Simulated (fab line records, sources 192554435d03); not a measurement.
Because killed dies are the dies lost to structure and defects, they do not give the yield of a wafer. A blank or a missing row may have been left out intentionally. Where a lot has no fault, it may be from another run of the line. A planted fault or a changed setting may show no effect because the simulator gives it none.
fab line records -- flow n5Finfet
record lots=6, wafers=18, lastDay=19
route steps=1938 shown BEOL_M13@1695
lots that met no fault: taken from a fault-free run of the same line
startH: start of the lot's first displayed wafer, in hours after the record's first day -- waitH: hours elapsed since this lot's preceding step -- " identical to the entry in the row above -- L1.1+2: several wafers, shown together as one row -- - no value, or no start was given -- * or withheld: withheld -- < > ~ a bound
route shown NAME@n: names a module that has steps shown in the file, with the first one's number in the route -- usual: average and standard deviation across the fault-free wafers -- same: alike in all rows -- chamber/n: place in a boat -- sites: readings site by site -- _std_site: the standard deviation of these -- _edge_site: inner sites' mean taken away from outer sites' mean -- radiusMm: for every site, how far away it sits from the centre of the wafer -- mask NAME#n: copy n -- behind: the tool/chamber that last shaped the wafer -- hold: cause of the lot's hold/its duration in hours/its outcome -- device: names the non-switching transistor (n, p or np) -- end of line: the same wafers' tests at the end of the route -- a step without rows: its recipe alone -- killed: not the wafer's yield, but the dies lost to structure and defects at the first sort -- map: dies across one wafer; x = killed, . = not, _ = none there
set.NAME: the run value of the setting; set.NAME@STEP: its run value at that earlier step -- model.NAME: the simulator's own value behind a step, which no gauge read
lots seen at some steps along the route; tables by step, rows by wafer
services: the hour from which a tool's chamber was out of use, counted from the record's first day as startH (under 0 if before that day), plus the number of hours and why
## steps
# step N5_BEOL_M13_STRIP_69
# recipe chemistry=N2/H2, tempC=40, n2FlowSccm=200, h2FlowSccm=200, rfFrequencyHz=6e+07
# step N5_BEOL_M13_TRENCH_ETCH_34
# recipe chemistry=C4F8/O2/Ar, target=SiOC, targetDepthA=4134.7, maskMaterial=SOC, pressureMtorr=30, sourceW=3000, biasW=700, Ar_flow_sccm=400, C4F8_flow_sccm=15, O2_flow_sccm=8, heInnerTorr=15, heOuterTorr=30, timeS=162.6, ionEnergyEv=250
# usual drypumpMotorCurrentA=5.6/0.4, oesProductAu=0.78/0.082, rfVppV=664.9/2.6, showerheadPlenumPTorr=3.40/0.09, throttleValvePct=24.21/0.28
lot.wafer,tool,chamber,startH,waitH,drypumpMotorCurrentA,oesProductAu,rfHoursCounterH,rfVppV,showerheadPlenumPTorr,throttleValvePct
L186.3,rieDiel-06,3,257.94,0.0,5.6,0.71,202,669.3,3.51,24.26
L186.4,rieDiel-06,1,257.94,0.0,6.5,0.67,246,664.5,3.34,24.10
L186.5,rieDiel-06,0,257.94,0.0,5.2,0.78,-,661.6,3.32,24.56
L188.3,rieDiel-06,0,291.63,0.0,5.1,0.77,142,660.5,3.32,24.58
L188.4,rieDiel-06,0,291.63,0.0,5.1,0.77,-,662.8,3.32,24.57
L188.6,rieDiel-06,3,291.63,0.0,5.6,0.70,-,668.3,3.50,24.31
L199.1,rieDiel-06,1,360.10,0.0,6.5,0.92,13,663.5,3.33,23.84
L199.4,rieDiel-06,3,360.10,0.0,5.6,0.68,236,667.3,3.49,24.30
L199.6,rieDiel-06,3,360.10,0.0,5.7,0.68,-,669.7,3.49,24.30
L198.2,rieDiel-02,1,368.34,0.0,5.7,0.79,103,662.3,3.29,24.21
L198.3,rieDiel-02,0,368.34,0.0,5.1,0.66,236,667.3,3.54,24.78
L198.4,rieDiel-02,2,368.34,0.0,6.1,0.71,215,664.8,3.36,24.11
L203.1,rieDiel-06,0,395.49,0.0,5.2,0.75,173,661.4,3.30,24.61
L203.2,rieDiel-06,1,395.49,0.0,6.5,0.90,21,662.1,3.32,23.82
L203.3,rieDiel-06,3,395.49,0.0,5.7,0.67,247,668.5,3.48,24.33
L208.2,rieDiel-05,3,434.75,0.0,5.1,0.86,57,662.6,3.36,24.42
L208.4,rieDiel-05,1,434.75,0.0,5.6,0.91,27,668.8,3.46,23.85
L208.6,rieDiel-05,0,434.75,0.0,5.3,0.77,-,661.5,3.31,24.08
# step N5_BEOL_M13_STRIP_70
# recipe chemistry=C4F8/O2/Ar, resist=SiARC, rfFrequencyHz=6e+07
# step N5_BEOL_M13_OCD_MEAS_35
# usual trenchDepthNm=411/7.1
lot.wafer,tool,chamber,startH,waitH,trenchDepthNm
L186.3,ocd-01,-,258.11,0.0,403
L186.4,ocd-01,-,258.11,0.0,413
L186.5,ocd-01,-,258.11,0.0,419
L188.3,ocd-02,-,291.81,0.0,417
L188.4,ocd-02,-,291.81,0.0,418
L188.6,ocd-02,-,291.81,0.0,402
L199.1,ocd-01,-,360.27,0.0,417
L199.4,ocd-01,-,360.27,0.0,398
L199.6,ocd-01,-,360.27,0.0,400
L198.2,ocd-01,-,368.51,0.0,413
L198.3,ocd-01,-,368.51,0.0,398
L198.4,ocd-01,-,368.51,0.0,412
L203.1,ocd-01,-,395.67,0.0,417
L203.2,ocd-01,-,395.67,0.0,417
L203.3,ocd-01,-,395.67,0.0,400
L208.2,ocd-01,-,434.92,0.0,422
L208.4,ocd-01,-,434.92,0.0,417
L208.6,ocd-01,-,434.92,0.0,420
# step N5_BEOL_M13_STRIP_37
# recipe chemistry=N2/H2, powerW=1000, tempC=250, h2Frac=0.65, overashFraction=0.3, pressureMtorr=withheld, n2FlowSccm=1750, h2FlowSccm=3250
# usual drypumpMotorCurrentA=5.2/0.43, heaterPowerW=314/12, oesProductAu=0.783/0.011
# same overashFraction=0.3
lot.wafer,tool,chamber,startH,waitH,drypumpMotorCurrentA,heaterPowerW,oesProductAu,rfHoursCounterH
L186.3,plasmaAsher-01,1,258.17,0.1,6.0,321,0.798,-
L186.4,plasmaAsher-01,0,258.17,0.1,5.1,324,0.777,-
L186.5,plasmaAsher-01,0,258.17,0.1,5.2,323,0.774,-
L188.3,plasmaAsher-01,0,291.86,0.1,5.2,314,0.792,-
L188.4,plasmaAsher-01,1,291.86,0.1,5.9,312,0.793,-
L188.6,plasmaAsher-01,1,291.86,0.1,5.9,314,0.777,-
L199.1,plasmaAsher-02,1,360.31,0.0,4.7,293,0.767,151
L199.4,plasmaAsher-02,0,360.31,0.0,5.2,305,0.764,-
L199.6,plasmaAsher-02,1,360.31,0.0,4.7,304,0.793,-
L198.2,plasmaAsher-02,1,368.55,0.0,4.7,301,0.785,153
L198.3,plasmaAsher-02,0,368.55,0.0,5.3,317,0.789,-
L198.4,plasmaAsher-02,1,368.55,0.0,4.7,290,0.788,-
L203.1,plasmaAsher-01,1,395.91,0.2,5.9,320,0.760,94
L203.2,plasmaAsher-01,0,395.91,0.2,5.2,328,0.794,94
L203.3,plasmaAsher-01,1,395.91,0.2,5.9,308,0.799,-
L208.2,plasmaAsher-02,0,434.96,0.0,5.3,317,0.779,165
L208.4,plasmaAsher-02,1,434.96,0.0,4.7,293,0.792,-
L208.6,plasmaAsher-02,0,434.96,0.0,5.2,316,0.786,-
# step N5_BEOL_M13_ETCH_38
# recipe chemistry=CF4/N2, target=SiCN, targetDepthA=675, taperDeg=2, timeS=71.9, ionEnergyEv=150, maskMaterial=SiO2, pressureMtorr=40, sourceW=430, biasW=70, Ar_flow_sccm=100, cf4FlowSccm=60, n2FlowSccm=60
# step N5_BEOL_M13_PRECLEAN_39
# recipe chemistry=residueRemover, timeS=60, tempC=40
# step N5_BEOL_M13_SRD_40
# recipe timeS=30, tempC=23, rinseLiquid=diw, dry=n2Spin, spinRpm=1500, dryTimeS=30
# step N5_BEOL_M13_DEGAS_41
# recipe ambient=vacuum, tempC=250, timeS=60
# usual heaterPowerW=330/28
lot.wafer,tool,chamber,startH,waitH,heaterPowerW
L186.3,pvdSputter-02,-,259.36,0.4,358
L186.4,pvdSputter-02,-,259.36,0.4,372
L186.5,pvdSputter-02,-,259.36,0.4,308
L188.3,pvdSputter-01,-,294.75,0.5,306
L188.4,pvdSputter-01,-,294.75,0.5,357
L188.6,pvdSputter-01,-,294.75,0.5,348
L199.1,pvdSputter-02,-,361.67,1.1,316
L199.4,pvdSputter-02,-,361.67,1.1,314
L199.6,pvdSputter-02,-,361.67,1.1,372
L198.2,pvdSputter-03,-,372.35,0.0,299
L198.3,pvdSputter-03,-,372.35,0.0,349
L198.4,pvdSputter-03,-,372.35,0.0,361
L203.1,pvdSputter-02,-,396.25,0.1,314
L203.2,pvdSputter-02,-,396.25,0.1,375
L203.3,pvdSputter-02,-,396.25,0.1,319
L208.2,pvdSputter-03,-,435.38,0.0,353
L208.4,pvdSputter-03,-,435.38,0.0,313
L208.6,pvdSputter-03,-,435.38,0.0,312
# step N5_BEOL_M13_PRE_CLEAN_42
# recipe gas=H2/He, timeS=30, tempC=250
# usual heaterPowerW=330/28
lot.wafer,tool,chamber,startH,waitH,heaterPowerW
L186.3,pvdSputter-02,-,259.40,0.0,356
L186.4,pvdSputter-02,-,259.40,0.0,379
L186.5,pvdSputter-02,-,259.40,0.0,324
L188.3,pvdSputter-01,-,294.79,0.0,305
L188.4,pvdSputter-01,-,294.79,0.0,343
L188.6,pvdSputter-01,-,294.79,0.0,353
L199.1,pvdSputter-02,-,361.71,0.0,315
L199.4,pvdSputter-02,-,361.71,0.0,306
L199.6,pvdSputter-02,-,361.71,0.0,366
L198.2,pvdSputter-03,-,372.39,0.0,285
L198.3,pvdSputter-03,-,372.39,0.0,359
L198.4,pvdSputter-03,-,372.39,0.0,348
L203.1,pvdSputter-02,-,396.29,0.0,309
L203.2,pvdSputter-02,-,396.29,0.0,374
L203.3,pvdSputter-02,-,396.29,0.0,315
L208.2,pvdSputter-03,-,435.42,0.0,358
L208.4,pvdSputter-03,-,435.42,0.0,313
L208.6,pvdSputter-03,-,435.42,0.0,319
# step N5_BEOL_M13_SPUTTER_43
# recipe material=TaN, targetThkA=150, tempC=50, biasV=168.6, powerW=15000, chamberPressurePa=0.12, timeS=24.19
# usual cathodeDcPowerW=15000/2.9, throttleValvePct=30.2/1.2
lot.wafer,tool,chamber,startH,waitH,cathodeDcPowerW,throttleValvePct
L186.3,pvdSputter-02,-,259.44,0.0,15002,31.7
L186.4,pvdSputter-02,-,259.44,0.0,15001,28.4
L186.5,pvdSputter-02,-,259.44,0.0,15002,29.9
L188.3,pvdSputter-01,-,294.83,0.0,15000,29.4
L188.4,pvdSputter-01,-,294.83,0.0,14994,30.4
L188.6,pvdSputter-01,-,294.83,0.0,14996,30.8
L199.1,pvdSputter-02,-,361.75,0.0,14999,29.8
L199.4,pvdSputter-02,-,361.75,0.0,15000,29.3
L199.6,pvdSputter-02,-,361.75,0.0,15003,31.7
L198.2,pvdSputter-03,-,372.43,0.0,14999,29.1
L198.3,pvdSputter-03,-,372.43,0.0,15002,30.4
L198.4,pvdSputter-03,-,372.43,0.0,15004,29.1
L203.1,pvdSputter-02,-,396.33,0.0,14999,29.5
L203.2,pvdSputter-02,-,396.33,0.0,14999,28.4
L203.3,pvdSputter-02,-,396.33,0.0,15002,30.1
L208.2,pvdSputter-03,-,435.46,0.0,15003,30.2
L208.4,pvdSputter-03,-,435.46,0.0,15000,30.8
L208.6,pvdSputter-03,-,435.46,0.0,14999,31.1
# step N5_BEOL_M13_SPUTTER_44
# recipe material=Ta, targetThkA=100, tempC=50, biasV=80, powerW=15000, chamberPressurePa=0.07, timeS=16.13
# step N5_BEOL_M13_SPUTTER_45
# recipe material=Cu, targetThkA=800, tempC=-20, biasV=60, powerW=26000, chamberPressurePa=0.13, timeS=13.33
# usual cathodeDcPowerW=26000/4.9, throttleValvePct=30.2/1.2
lot.wafer,tool,chamber,startH,waitH,cathodeDcPowerW,throttleValvePct
L186.3,pvdSputter-02,-,259.60,0.0,26002,31.7
L186.4,pvdSputter-02,-,259.60,0.0,26007,28.2
L186.5,pvdSputter-02,-,259.60,0.0,25996,29.9
L188.3,pvdSputter-01,-,294.99,0.0,26000,29.6
L188.4,pvdSputter-01,-,294.99,0.0,26003,30.6
L188.6,pvdSputter-01,-,294.99,0.0,25999,30.8
L199.1,pvdSputter-02,-,361.91,0.0,31443,30.0
L199.4,pvdSputter-02,-,361.91,0.0,25996,29.2
L199.6,pvdSputter-02,-,361.91,0.0,25995,31.6
L198.2,pvdSputter-03,-,372.59,0.0,25993,29.0
L198.3,pvdSputter-03,-,372.59,0.0,25996,30.2
L198.4,pvdSputter-03,-,372.59,0.0,25995,29.0
L203.1,pvdSputter-02,-,396.49,0.0,26000,29.4
L203.2,pvdSputter-02,-,396.49,0.0,26006,28.3
L203.3,pvdSputter-02,-,396.49,0.0,31452,30.0
L208.2,pvdSputter-03,-,435.62,0.0,26007,30.3
L208.4,pvdSputter-03,-,435.62,0.0,26000,30.7
L208.6,pvdSputter-03,-,435.62,0.0,25999,30.8
# step N5_BEOL_M13_ECD_47
# recipe material=Cu, targetThkA=9360
## services
tool,chamber,startH,hours,kind
rieDiel-02,-,257.56,0.3,repair
rieDiel-05,2,260.27,5.0,repair
pvdSputter-01,-,264.67,2.1,repair
rieDiel-02,0,271.01,5.8,repair
rieDiel-06,1,271.31,-,clean
rieDiel-06,1,271.31,-,consumableReplace:focusRing
rieDiel-06,1,271.31,32.9,scheduledDown
rieDiel-06,1,271.31,32.9,ventCycle
rieDiel-06,-,295.07,0.1,repair
plasmaAsher-01,-,316.02,11.0,repair
rieDiel-05,3,319.91,10.7,repair
rieDiel-02,1,328.63,4.6,repair
rieDiel-02,0,358.37,6.8,repair
rieDiel-05,-,361.43,1.6,repair
rieDiel-02,-,370.37,2.8,pm
plasmaAsher-01,-,385.55,2.8,pm
plasmaAsher-02,-,391.43,6.7,repair
rieDiel-06,3,406.45,-,clean
rieDiel-06,3,406.45,-,consumableReplace:focusRing
rieDiel-06,3,406.45,24.5,scheduledDown
rieDiel-06,3,406.45,24.5,ventCycle
rieDiel-06,1,410.30,9.1,repair
rieDiel-06,2,430.93,-,clean
rieDiel-06,2,430.93,-,consumableReplace:focusRing
## key
firstSign step=N5_BEOL_M13_SPUTTER_45, reading=cathodeDcPowerW, direction=up, sigmas=99+, usual=*, struck=*
effect none on later readings
metAt N5_BEOL_M13_SPUTTER_45
struckWafers L199.1,L203.3
onsetBetween 259.60 361.91
fault kind=processParameterDrift, tool=pvdSputter-02, chamber=-, onsetH=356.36, steps=N5_BEOL_M13_SPUTTER_45, channel=powerW, offset=*, shape=step, endH=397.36, actsIn=*, stated=*, scope=struckWafersOnly
